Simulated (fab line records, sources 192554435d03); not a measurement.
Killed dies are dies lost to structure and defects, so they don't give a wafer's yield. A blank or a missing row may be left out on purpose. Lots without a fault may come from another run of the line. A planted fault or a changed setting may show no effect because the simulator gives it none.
Split-lot experiment | flow n5_finfet | 7 lots, 39 wafers read, on a route of 1938 steps

THE SPLIT
At N5_BEOL_M1_TRENCH_ETCH_37 (etches SiOC in C4F6/O2, target depth 55.207 nm, time 29 s), the setting time_s was moved away from the recipe's 29 s on 15 of the 39 wafers read, by -28.3% to +35.0%. The other wafers ran this setting at the recipe's value.

FROM THE SPLIT TO THE READING: what the file shows between them, 2 steps
- N5_BEOL_M1_ETCH_41: etches SiCN in CH3F/O2, target depth 31.9 nm, time 57.8 s
- N5_BEOL_M1_STRIP_97: strips in N2/H2, time 10 s

THE READING
trench_depth_nm, in nm, at N5_BEOL_M1_OCD_MEAS_38. Fault-free wafers of this fab line usually give 55.3 nm, standard deviation 1.2 nm.

wafer  | tool, chamber at the split | time_s as run, s | against the recipe | trench_depth_nm, nm | against lot-mates on the recipe
L074.1 | rie_diel-06, 0             | 24.24            | -16.4%             | 46.4                | -8.6
L074.2 | rie_diel-06, 2             | 29               | recipe             | 54.5                | -
L074.3 | rie_diel-06, 1             | 24.24            | -16.4%             | 45.7                | -9.3
L074.4 | rie_diel-06, 3             | 29               | recipe             | 56.6                | -
L074.5 | rie_diel-06, 1             | 24.24            | -16.4%             | 45.3                | -9.7
L074.6 | rie_diel-06, 2             | 29               | recipe             | 53.9                | -
L075.1 | rie_diel-06, 1             | 39.15            | +35.0%             | 72.9                | +18.0
L075.2 | rie_diel-06, 2             | 39.15            | +35.0%             | 72.2                | +17.3
L075.3 | rie_diel-06, 0             | 39.15            | +35.0%             | 73.3                | +18.4
L075.4 | rie_diel-06, 3             | 29               | recipe             | 56.2                | -
L075.5 | rie_diel-06, 1             | 29               | recipe             | 54.0                | -
L075.6 | rie_diel-06, 0             | 29               | recipe             | 54.6                | -
L078.1 | rie_diel-03, 1             | 29               | recipe             | 56.6                | -
L078.2 | rie_diel-03, 0             | 29               | recipe             | 55.1                | -
L078.3 | rie_diel-03, 3             | 29               | recipe             | 55.4                | -
L078.4 | rie_diel-03, 0             | 29               | recipe             | 54.7                | -
L078.5 | rie_diel-03, 3             | 29               | recipe             | 55.9                | -
L078.6 | rie_diel-03, 1             | 29               | recipe             | 56.3                | -
L082.1 | rie_diel-06, 3             | 29               | recipe             | 56.2                | -
L082.2 | rie_diel-06, 2             | 29               | recipe             | 53.1                | -
L082.3 | rie_diel-06, 1             | 22.22            | -23.4%             | 40.3                | -14.6
L082.4 | rie_diel-06, 0             | 29               | recipe             | 55.4                | -
L082.5 | rie_diel-06, 3             | 22.22            | -23.4%             | 42.8                | -12.1
L082.6 | rie_diel-06, 0             | 22.22            | -23.4%             | 41.8                | -13.1
L084.2 | rie_diel-05, 0             | 29               | recipe             | 57.5                | -
L084.3 | rie_diel-05, 2             | 29               | recipe             | 56.8                | -
L084.5 | rie_diel-05, 1             | 29               | recipe             | 55.2                | -
L087.1 | rie_diel-06, 1             | 29               | recipe             | 53.6                | -
L087.2 | rie_diel-06, 0             | 29               | recipe             | 55.4                | -
L087.3 | rie_diel-06, 2             | 22.22            | -23.4%             | 40.9                | -14.2
L087.4 | rie_diel-06, 3             | 22.22            | -23.4%             | 43.0                | -12.1
L087.5 | rie_diel-06, 3             | 29               | recipe             | 56.2                | -
L087.6 | rie_diel-06, 0             | 22.22            | -23.4%             | 41.4                | -13.7
L089.1 | rie_diel-06, 2             | 20.79            | -28.3%             | 38.8                | -15.5
L089.2 | rie_diel-06, 3             | 20.79            | -28.3%             | 39.9                | -14.4
L089.3 | rie_diel-06, 1             | 29               | recipe             | 53.6                | -
L089.4 | rie_diel-06, 0             | 20.79            | -28.3%             | 39.0                | -15.3
L089.5 | rie_diel-06, 2             | 29               | recipe             | 53.5                | -
L089.6 | rie_diel-06, 3             | 29               | recipe             | 55.7                | -

THE FIT
A straight line over all 39 wafers: trench_depth_nm changes by +0.542 nm for each +1% of time_s; r = +0.99; the points scatter about the line by 1.2 nm.
The same after taking each lot's own level away (the mean of its wafers on the recipe; 39 wafers): +0.534 nm for each +1%; r = +0.99; scatter 0.99 nm.
On that fit, the largest move of time_s shifts the reading by 19 nm.
The lots' own levels span 54.27 to 56.50 nm, that is 1.9 times the standard deviation above.
So the lot-to-lot level changes the slope little: the two slopes agree.
Check: with one of the wafers moved furthest among these (+35.0%) left out of the fit, the line predicts +18.6 nm for it against its lot-mates. It came out at +18 nm against them.

OTHER SPLITS ON THESE WAFERS
These wafers also went through other splits before the reading. Each is held against what the fit with the lots' levels taken away leaves over:
other split on the same wafers           | wafers away from the commonest value | r with trench_depth_nm (lot level and that fit taken away)
N5_FIN_SAQP_HM_DEP_72 target_thk_a       | 9                                    | +0.14
N5_SD_EPI_N_EPI_21 time_s                | 15                                   | +0.11
N5_MOL_CONTACT_COAG_CVD_140 target_thk_a | 18                                   | +0.04

THE WHOLE CHAIN: every reading that the file lists as answering this split, in the file's order
step                      | what it does                                              | reading                                                                          | change (the file's fit)               | r (the file's)
N5_BEOL_M1_TRENCH_ETCH_37 | etches SiOC in C4F6/O2, target depth 55.207 nm, time 29 s | BEOL_M1.feature_depth_nm (the simulator's own value, which no gauge read)        | +0.53 nm for each +1% of the setting  | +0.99
N5_BEOL_M1_TRENCH_ETCH_37 | etches SiOC in C4F6/O2, target depth 55.207 nm, time 29 s | etch.depth_nm (the simulator's own value, which no gauge read)                   | +0.53 nm for each +1% of the setting  | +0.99
N5_BEOL_M1_TRENCH_ETCH_37 | etches SiOC in C4F6/O2, target depth 55.207 nm, time 29 s | TiN_of_BEOL_M1_HM_DEP_02.thk_nm (the simulator's own value, which no gauge read) | -0.024 nm for each +1% of the setting | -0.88
N5_BEOL_M1_OCD_MEAS_38    |                                                           | trench_depth_nm                                                                  | +0.538 nm for each +1% of the setting | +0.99

THE FILE'S OWN FIT
trench_depth_nm changes by +0.538 nm for each +1% of time_s, r = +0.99.
